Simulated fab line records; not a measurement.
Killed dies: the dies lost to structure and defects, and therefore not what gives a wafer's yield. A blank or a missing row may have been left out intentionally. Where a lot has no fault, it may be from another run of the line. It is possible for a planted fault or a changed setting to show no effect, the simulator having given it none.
Matching of chambers -- flow nandHarc -- cmp-01 running NHARC_A_STAIRCASE_CMP_152: 4 sister chambers
The step polishes. 4 wafers are shown with their chamber, then 9 later ones without.

== WAFERS WITH THEIR CHAMBER ==
wafer,chamber,motorCurrentA (A)
L086.5,2,12.8
L091.3,3,10.9
L091.4,1,11.3
L091.5,0,10.9

== WAFERS WITHOUT THEIR CHAMBER ==
wafer,motorCurrentA (A)
L094.1,10.1
L094.2,11.0
L094.5,11.3
L096.2,10.5
L096.3,10.7
L096.4,12.6
L097.2,11.0
L097.3,12.5
L097.6,11.3

== WHICH CHAMBER EACH WENT THROUGH ==
wafer,from the rows above,in truth
L094.1,can't be placed: 0 or 3 or 1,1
L094.2,can't be placed: 0 or 3 or 1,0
L094.5,can't be placed: 1 or 0 or 3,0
L096.2,can't be placed: 0 or 3 or 1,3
L096.3,can't be placed: 0 or 3 or 1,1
L096.4,2,2
L097.2,can't be placed: 0 or 3 or 1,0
L097.3,2,2
L097.6,can't be placed: 1 or 0 or 3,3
Correctly placed: 2 of 9. Cannot be placed on the basis of these rows: 7; the candidates contain the true chamber in 7. 0 placed wrongly.
How it was worked out, from the rows above alone: a wafer's distance from a chamber is the root of the sum, over the readings, of the square of ((its reading less the chamber's mean) divided by the reading's scatter). If the next closest chamber is less than 2 further off than the closest, the wafer can't be placed; otherwise it belongs to the closest. The mean given for a chamber averages the wafers shown for that chamber. The scatter (one wafer shown for each chamber): square how far every hidden wafer sits from the nearest shown wafer, average those squares and take the square root.
